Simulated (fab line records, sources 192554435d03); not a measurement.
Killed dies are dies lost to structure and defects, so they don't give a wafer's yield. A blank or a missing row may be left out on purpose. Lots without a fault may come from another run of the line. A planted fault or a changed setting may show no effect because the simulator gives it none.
Chamber matching | flow n5_finfet | N5_MOL_CONTACT_COAG_ALD_20 on ald_metal-04: 4 sister chambers
The step deposits TiN, target thk 1.5 nm, pulse time 1 s, purge time 3 s. 14 wafers are shown with their chamber, then 7 later ones without.

WAFERS WITH THEIR CHAMBER
wafer  | chamber | heater_power_w (W) | precursor_pulse_height_rel
L384.2 | 2       | 1029               | 1.005
L384.3 | 3       | 793                | 1.016
L384.6 | 1       | 894                | 1.033
L386.1 | 3       | 775                | 1.010
L386.4 | 1       | 928                | 0.960
L386.5 | 0       | 897                | 0.979
L390.2 | 0       | 881                | 1.014
L390.3 | 3       | 766                | 1.019
L390.5 | 3       | 779                | 1.022
L391.2 | 2       | 1005               | 0.968
L391.3 | 1       | 920                | 0.997
L391.5 | 3       | 783                | 0.988
L392.1 | 2       | 1047               | 1.019
L392.4 | 1       | 927                | 1.010

SIGNATURES (means of the wafers above)
reading                    | chamber 0 | chamber 1 | chamber 2 | chamber 3 | scatter within a chamber
heater_power_w             | 889.00    | 917.25    | 1027.00   | 779.20    | 14.7
precursor_pulse_height_rel | 0.99650   | 1.00000   | 0.99733   | 1.01100   | 0.0235
Rule: a wafer's distance from a chamber is the root of the sum, over the readings, of the square of ((its reading less the chamber's mean) divided by the reading's scatter). The wafer belongs to the nearest chamber; if the next one is less than 2 further off, it can't be placed. The scatter: the root of (the sum of the squares of (reading less its chamber's mean) over the shown wafers, divided by (wafers less chambers)).

WAFERS WITHOUT THEIR CHAMBER
wafer  | heater_power_w (W) | precursor_pulse_height_rel
L392.5 | 879                | 1.016
L395.4 | 1024               | 0.978
L395.5 | 795                | 1.026
L395.6 | 1034               | 0.994
L396.1 | 1031               | 1.004
L396.3 | 776                | 1.015
L396.5 | 771                | 1.029

WHICH CHAMBER EACH WENT THROUGH
wafer  | from the rows above     | in truth
L392.5 | can't be placed: 0 or 1 | 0
L395.4 | 2                       | 2
L395.5 | 3                       | 3
L395.6 | 2                       | 2
L396.1 | 2                       | 2
L396.3 | 3                       | 3
L396.5 | 3                       | 3
Placed correctly: 6 of 7. Can't be placed from these rows: 1 (the true chamber is among the candidates in 1). Placed wrongly: 0.
